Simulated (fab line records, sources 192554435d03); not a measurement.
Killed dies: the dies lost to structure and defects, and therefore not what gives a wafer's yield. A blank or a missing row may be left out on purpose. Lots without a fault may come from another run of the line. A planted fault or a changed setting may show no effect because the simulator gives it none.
Which of the tools did it? -- flow n5_finfet -- Sampling: 9 lots, 27 wafers, 6 of 1938 route steps

== WHAT EACH GAUGE READ, for each wafer ==
N5_FIN_CUT_CD_MEAS_08 targets a cd of 29.1 nm. Usual: 29.12 nm for cd_nm, sd 0.21.
lot,measured,on,cd_nm (nm),flag
L987,day 2 02:24,cd_sem-01,28.92 29.55 28.90,
L991,day 3 06:20,cd_sem-03,29.39 29.21 29.60,
L993,day 3 14:55,cd_sem-01,28.94 29.14 29.24,
L995,day 4 02:38,cd_sem-01,29.11 29.10 29.03,
L998,day 4 21:10,cd_sem-01,29.13 28.85 29.39,
L102,day 5 21:12,cd_sem-03,29.40 29.15 29.59,
L103,day 6 04:00,cd_sem-01,26.53 26.97 27.02,OFF
L106,day 6 20:26,cd_sem-03,27.31 27.12 27.06,OFF
L108,day 7 09:23,cd_sem-02,27.83 27.64 27.76,OFF

N5_BEOL_M4_RC_MEAS_101. Usual: DIBL_N 36.5 mV/V, standard deviation 1.4; DIBL_P 36.6 mV/V, standard deviation 1.9; IOFF_N 0.167 nA/um, standard deviation 0.029; IOFF_P 0.21 nA/um, standard deviation 0.033; ION_N 674 uA/um, standard deviation 12; ION_P 460 uA/um, standard deviation 8.9; SS_N 71.6 mV/dec, standard deviation 0.57; SS_P 73.4 mV/dec, standard deviation 0.61; VT_N 249 mV, standard deviation 3.3; VT_P -250 mV, standard deviation 3.3.
lot,measured,on,DIBL_N (mV/V),DIBL_P (mV/V),IOFF_N (nA/um),IOFF_P (nA/um),ION_N (uA/um),ION_P (uA/um),SS_N (mV/dec),SS_P (mV/dec),VT_N (mV),VT_P (mV),flag
L987,day 8 10:10,prober-01,33.5 36.6 33.2,31.3 35.8 31.9,0.126 0.180 0.119,0.18 0.25 0.18,677 694 671,470 480 460,70.3 71.8 70.9,72.9 73.1 72.5,250 245 252,-249 -247 -250,
L991,day 9 03:16,prober-02,36.6 35.1 37.3,35.3 33.9 36.3,0.158 0.135 0.173,0.23 0.21 0.25,678 662 677,467 462 470,71.5 70.4 71.1,73.4 73.0 73.6,250 252 250,-248 -248 -244,
L993,day 9 12:04,prober-01,37.1 35.5 35.7,38.5 35.8 36.4,0.212 0.180 0.170,0.25 0.21 0.21,682 694 678,468 470 462,72.3 72.4 72.6,73.9 72.8 73.1,246 246 248,-248 -249 -249,
L995,day 9 18:21,prober-02,36.2 35.3 37.7,35.3 35.3 38.0,0.164 0.157 0.191,0.18 0.18 0.23,669 678 679,453 457 467,72.0 71.5 72.2,72.7 73.0 74.1,249 248 245,-253 -253 -249,
L998,day 10 17:23,prober-01,37.6 36.9 36.2,37.8 38.0 36.3,0.174 0.172 0.153,0.24 0.26 0.22,669 694 684,461 477 468,71.9 71.3 71.9,73.7 73.5 73.2,250 248 249,-250 -247 -247,
L102,day 12 01:44,prober-01,37.8 36.9 35.8,38.8 37.7 36.3,0.196 0.180 0.148,0.22 0.21 0.19,677 685 670,460 464 461,71.7 71.3 71.3,73.6 73.5 73.9,245 247 249,-248 -250 -252,
L103,day 12 04:33,prober-01,36.4 40.3 36.8,35.7 39.6 35.8,0.127 0.217 0.137,0.16 0.22 0.16,656 674 656,444 453 449,71.0 72.3 71.5,72.9 74.0 73.3,255 245 252,-257 -252 -258,
L106,day 12 22:46,prober-02,35.4 36.2 35.8,35.2 34.6 35.9,0.142 0.146 0.151,0.17 0.16 0.18,675 669 684,463 446 466,71.0 71.2 71.3,72.1 73.0 73.0,249 252 252,-251 -256 -254,
L108,day 13 07:11,prober-02,34.0 36.4 36.2,34.6 37.1 37.3,0.139 0.179 0.174,0.20 0.24 0.25,679 669 674,465 466 467,71.0 72.0 71.8,72.8 73.6 73.0,250 247 248,-249 -243 -245,

== WHAT TOOL EACH LOT RAN ON (gives the tool, then ch and the chambers of the sampled wafers, and finally the start) ==
lot,N5_FIN_SAQP_STRIP_70,N5_FIN_SAQP_HM_CD_35,N5_FIN_SAQP_FIN_ETCH_36,N5_FIN_CUT_EXPOSE_05
L987,"rie_diel-05 ch 2,3, day 2 00:40","cd_sem-02, day 2 01:40","rie_si-04 ch 0,3, day 2 01:43","euv_scanner-01 ch 0, day 2 02:17"
L991,"rie_diel-06 ch 0,3, day 3 03:58","cd_sem-03, day 3 05:33","rie_si-03 ch 1,2,3, day 3 05:37","euv_scanner-01 ch 0, day 3 06:13"
L993,"rie_diel-05 ch 0,1,2, day 3 13:06","cd_sem-02, day 3 14:10","rie_si-01 ch 0,1,2, day 3 14:14","euv_scanner-02 ch 0, day 3 14:47"
L995,"rie_diel-05 ch 0,1,2, day 4 00:59","cd_sem-01, day 4 02:01","rie_si-01 ch 0,1,2, day 4 02:04","euv_scanner-01 ch 0, day 4 02:30"
L998,"rie_diel-05 ch 0,1,2, day 4 19:26","cd_sem-01, day 4 20:25","rie_si-01 ch 1,2,3, day 4 20:29","euv_scanner-02 ch 0, day 4 21:02"
L102,"rie_diel-05 ch 2,3, day 5 19:28","cd_sem-01, day 5 20:27","rie_si-03 ch 0,1,3, day 5 20:31","euv_scanner-01 ch 0, day 5 21:04"
L103,"rie_diel-06 ch 0,1,2, day 6 01:24","cd_sem-02, day 6 03:23","rie_si-03 ch 1,2,3, day 6 03:27","euv_scanner-01 ch 0, day 6 03:52"
L106,"rie_diel-06 ch 2,3, day 6 18:40","cd_sem-03, day 6 19:41","rie_si-04 ch 0,1,3, day 6 19:45","euv_scanner-01 ch 0, day 6 20:18"
L108,"rie_diel-06 ch 0,1,2, day 7 07:24","cd_sem-03, day 7 08:35","rie_si-03 ch 0,2,3, day 7 08:40","euv_scanner-01 ch 0, day 7 09:14"
- N5_FIN_SAQP_STRIP_70: strips in N2/H2.
- N5_FIN_SAQP_HM_CD_35: target cd 8 nm.
- N5_FIN_SAQP_FIN_ETCH_36: etches the open film in HBr/Cl2/O2, target depth 120 nm, time 50.4 s.
- N5_FIN_CUT_EXPOSE_05: exposes mask FIN CUT.

== WHAT THE TOOLS THEMSELVES READ (means of the sampled wafers that have a number; where no wafer has one, the mark that the record gives instead) ==
N5_FIN_SAQP_STRIP_70. Usual: drypump_motor_current_A 5.6 A, standard deviation 0.62; oes_product_au 0.78 a.u., standard deviation 0.089; rf_vpp_V 121.9 V, standard deviation 1.1; showerhead_plenum_p_Torr 3.37 Torr, standard deviation 0.12; throttle_valve_pct 18.7 %, standard deviation 0.33.
lot,tool,drypump_motor_current_A (A),oes_product_au (a.u.),rf_vpp_V (V),showerhead_plenum_p_Torr (Torr),throttle_valve_pct (%),flag
L987,rie_diel-05,5.5,0.78,121.7,3.37,18.8,
L991,rie_diel-06,5.5,0.89,122.6,3.54,18.5,
L993,rie_diel-05,5.3,0.81,121.0,3.33,18.6,
L995,rie_diel-05,5.3,0.80,122.1,3.33,18.6,
L998,rie_diel-05,5.3,0.78,121.5,3.33,18.7,
L102,rie_diel-05,5.5,0.78,120.7,3.37,18.8,
L103,rie_diel-06,5.5,0.76,121.9,3.35,18.8,
L106,rie_diel-06,6.6,0.70,122.3,3.35,19.0,
L108,rie_diel-06,5.5,0.76,122.0,3.35,18.8,

N5_FIN_SAQP_HM_CD_35. Usual: 8.14 nm for cd_nm, sd 0.26.
lot,tool,cd_nm (nm),flag
L987,cd_sem-02,8.21,
L991,cd_sem-03,8.00,
L993,cd_sem-02,8.13,
L995,cd_sem-01,7.89,
L998,cd_sem-01,8.18,
L102,cd_sem-01,8.18,
L103,cd_sem-02,8.25,
L106,cd_sem-03,8.13,
L108,cd_sem-03,8.29,

N5_FIN_SAQP_FIN_ETCH_36. Usual: drypump_motor_current_A 5.5 A, standard deviation 0.62; oes_product_au 0.996 a.u., standard deviation 0.018; throttle_valve_pct 36.09 %, standard deviation 0.27.
lot,tool,drypump_motor_current_A (A),oes_product_au (a.u.),throttle_valve_pct (%),flag
L987,rie_si-04,5.6,1.011,36.06,
L991,rie_si-03,5.6,0.990,36.23,
L993,rie_si-01,5.9,1.011,35.89,
L995,rie_si-01,5.9,1.010,35.90,
L998,rie_si-01,6.1,1.015,35.86,
L102,rie_si-03,5.3,0.990,36.28,
L103,rie_si-03,5.6,0.974,36.25,
L106,rie_si-04,5.4,0.991,36.14,
L108,rie_si-03,5.6,0.980,36.33,

N5_FIN_CUT_EXPOSE_05. Usual: exposure_dose_mJ_cm2 45.72, standard deviation 0.045; focus_offset_nm -0.1 nm, standard deviation 0.56.
lot,tool,exposure_dose_mJ_cm2,focus_offset_nm (nm),flag
L987,euv_scanner-01,45.69,-0.7,
L991,euv_scanner-01,45.70,-0.5,
L993,euv_scanner-02,45.71,0.3,
L995,euv_scanner-01,45.66,1.1,
L998,euv_scanner-02,45.75,0.0,
L102,euv_scanner-01,45.72,-0.0,
L103,euv_scanner-01,39.50,-0.5,OFF
L106,euv_scanner-01,40.75,0.1,OFF
L108,euv_scanner-01,41.77,-0.1,OFF

== THE ANSWER, worked out from the rows above alone ==
Rule: a lot counts as off when the mean over its wafers that have a number is more than 3 standard deviations away from the usual mean. A lot without any number at a reading at which 4 lots or more have one is off too. The other lots that the step has rows for count as sound. First the gauges in route order, then the tools' own readings, where a lot's mean is used as printed above. At the first step where some lot is off, the reading lying furthest off is the one used; lots without a number count as furthest.
Off: L103, L106, L108 (N5_FIN_CUT_CD_MEAS_08, cd_nm).
A tool fits if, at a process step before that reading, it ran every lot that is off, and no sound lot after the first of them. Not tried: the gauges at N5_FIN_CUT_CD_MEAS_08; whatever is off there is also off at N5_FIN_CUT_EXPOSE_05, on other tools, and gauge error can't account for it. Can't be told from this: 2 tools fit, rie_diel-06 at N5_FIN_SAQP_STRIP_70, euv_scanner-01 at N5_FIN_CUT_EXPOSE_05.

== WHAT WAS PUT IN BY THE SIMULATOR ==
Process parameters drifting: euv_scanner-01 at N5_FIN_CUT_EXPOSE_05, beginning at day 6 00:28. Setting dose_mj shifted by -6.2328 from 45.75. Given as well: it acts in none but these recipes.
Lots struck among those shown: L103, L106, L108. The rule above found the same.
